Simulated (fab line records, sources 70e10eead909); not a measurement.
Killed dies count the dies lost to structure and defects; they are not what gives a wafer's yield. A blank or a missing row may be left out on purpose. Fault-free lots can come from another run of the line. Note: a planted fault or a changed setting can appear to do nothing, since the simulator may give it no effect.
Which tool did it? ; flow nand_harc ; Sampling: 12 lots, 36 wafers, 4 of 1159 route steps

== WHAT THE GAUGES SHOWED, per wafer ==
NHARC_P_GATE_CD_MEAS_59 targets a cd of 720 nm.
lot;measured;on;cd_nm (nm)
L469;day 6 01:46;cd_sem-01;719.3 721.1 720.0
L468;day 6 03:12;cd_sem-03;719.9 719.4 720.0
L471;day 6 20:23;cd_sem-01;723.6 721.7 721.6
L475;day 7 10:58;cd_sem-02;718.0 718.3 717.2
L477;day 8 13:39;cd_sem-01;721.4 719.0 717.6
L479;day 8 14:02;cd_sem-01;- - -
L484;day 9 19:35;cd_sem-03;718.7 719.6 720.8
L485;day 10 01:19;cd_sem-03;720.8 721.6 719.8
L486;day 10 01:47;cd_sem-01;720.3 719.5 718.0
L487;day 10 12:31;cd_sem-03;718.2 719.1 718.3
L488;day 10 12:41;cd_sem-02;719.3 719.6 721.1
L489;day 11 02:57;cd_sem-01;719.3 721.2 719.4

== WHAT TOOL EACH LOT RAN ON (gives the tool, then ch and the chambers of the sampled wafers, and finally the start) ==
lot;NHARC_P_GATE_DEP_103;NHARC_P_GATE_ETCH_104;NHARC_P_GATE_EXPOSE_56
L469;pecvd-01 ch 0,1, day 5 11:06;rie_diel-12 ch 0,1, day 5 12:07;krf_scanner-04 ch 0, day 6 01:36
L468;pecvd-04 ch 1,2, day 5 12:26;rie_diel-10 ch 0,1,2, day 5 13:22;krf_scanner-04 ch 0, day 6 03:03
L471;pecvd-04 ch 0,2, day 6 06:12;rie_diel-13 ch 1,2,3, day 6 07:01;krf_scanner-04 ch 0, day 6 20:14
L475;pecvd-01 ch 0,1, day 6 20:35;rie_diel-13 ch 2,3, day 6 21:23;krf_scanner-02 ch 0, day 7 10:49
L477;pecvd-03 ch 0,1,2, day 7 23:19;rie_diel-12 ch 0,1,3, day 8 00:16;krf_scanner-02 ch 0, day 8 13:30
L479;pecvd-04 ch 0,1, day 7 23:25;rie_diel-13 ch 0,1, day 8 00:25;krf_scanner-04 ch 0, day 8 13:53
L484;pecvd-01 ch 0,1, day 9 03:06;rie_diel-13 ch 0,1,3, day 9 04:04;krf_scanner-01 ch 0, day 9 19:26
L485;pecvd-03 ch 0,2, day 9 10:43;rie_diel-10 ch 0,2,3, day 9 11:32;krf_scanner-01 ch 0, day 10 01:09
L486;pecvd-03 ch 0,2, day 9 10:55;rie_diel-13 ch 0,1,2, day 9 11:53;krf_scanner-04 ch 0, day 10 01:38
L487;pecvd-03 ch 0,1,2, day 9 21:50;rie_diel-12 ch 0,1,3, day 9 22:40;krf_scanner-04 ch 0, day 10 12:22
L488;pecvd-04 ch 1,2, day 9 22:04;rie_diel-12 ch 0,2,3, day 9 23:01;krf_scanner-02 ch 0, day 10 12:31
L489;pecvd-04 ch 1,2, day 10 12:21;rie_diel-12 ch 0,3, day 10 13:20;krf_scanner-01 ch 0, day 11 02:47
- NHARC_P_GATE_DEP_103: deposits SiON, target thk 30 nm.
- NHARC_P_GATE_ETCH_104: etches the open film in CF4/CHF3, target depth 60 nm.
- NHARC_P_GATE_EXPOSE_56: exposes mask P PSD, target cd 720 nm.

== WHAT THE TOOLS THEMSELVES READ (means of the sampled wafers that have a number; where no wafer has one, the mark that the record gives instead) ==
NHARC_P_GATE_DEP_103.
lot;tool;heater_power_w (W)
L469;pecvd-01;825
L468;pecvd-04;648
L471;pecvd-04;732
L475;pecvd-01;754
L477;pecvd-03;865
L479;pecvd-04;653
L484;pecvd-01;806
L485;pecvd-03;761
L486;pecvd-03;765
L487;pecvd-03;773
L488;pecvd-04;662
L489;pecvd-04;684

NHARC_P_GATE_ETCH_104.
lot;tool;drypump_motor_current_A (A);oes_product_au (a.u.);rf_vpp_V (V);showerhead_plenum_p_Torr (Torr);throttle_valve_pct (%)
L469;rie_diel-12;5.8;0.926;368.1;1.49;16.805
L468;rie_diel-10;5.4;0.957;369.8;1.57;16.803
L471;rie_diel-13;6.2;0.984;369.4;1.55;16.805
L475;rie_diel-13;6.1;0.944;369.8;1.54;16.802
L477;rie_diel-12;5.8;0.949;369.4;1.55;16.796
L479;rie_diel-13;6.3;0.978;370.1;1.57;16.803
L484;rie_diel-13;6.2;0.974;371.2;1.56;16.800
L485;rie_diel-10;5.5;0.963;369.4;1.54;16.794
L486;rie_diel-13;6.1;0.958;369.0;1.55;16.799
L487;rie_diel-12;5.8;0.970;370.0;1.55;16.807
L488;rie_diel-12;5.7;0.950;371.2;1.59;16.813
L489;rie_diel-12;5.4;0.922;368.4;1.52;16.795

NHARC_P_GATE_EXPOSE_56.
lot;tool;focus_offset_nm (nm)
L469;krf_scanner-04;0.1
L468;krf_scanner-04;0.6
L471;krf_scanner-04;-0.1
L475;krf_scanner-02;-0.2
L477;krf_scanner-02;0.3
L479;krf_scanner-04;-0.2
L484;krf_scanner-01;0.7
L485;krf_scanner-01;-0.4
L486;krf_scanner-04;0.4
L487;krf_scanner-04;0.5
L488;krf_scanner-02;-0.1
L489;krf_scanner-01;0.8

== THE ANSWER, worked out from the rows above alone ==
Rule: usual is defined by the lots themselves. The widest of any qualifying gaps counts: lots, ordered by their means at a reading, are off when they make up no more than a third of the lots, leave a main group of 4 or more, and stand apart from it by 3 or more times the standard deviation of that group's means. The tables above print the reading to a certain number of digits; a main group whose means all agree to those digits is not used. Also off: a lot with no number at a reading for which 4 or more lots have one. Any other lot the step has rows for is counted as sound. Order of review: gauges by route order, followed by the tools' own readings, for which a lot's mean as printed above is used. The first step at which some lot is off is used, and at that step the reading that is off furthest; a lot without a number counts as furthest.
Off at NHARC_P_GATE_CD_MEAS_59 (cd_nm): L479. Without a number there: L479. The main group has a mean of 719.8 nm with a standard deviation of 1.1.
A tool fits if, at a process step before that reading, it ran every lot that is off, and no sound lot after the first of them. The gauges at NHARC_P_GATE_CD_MEAS_59 are tried like those tools. No candidate that was tried fits.

== WHAT THE SIMULATOR PUT IN ==
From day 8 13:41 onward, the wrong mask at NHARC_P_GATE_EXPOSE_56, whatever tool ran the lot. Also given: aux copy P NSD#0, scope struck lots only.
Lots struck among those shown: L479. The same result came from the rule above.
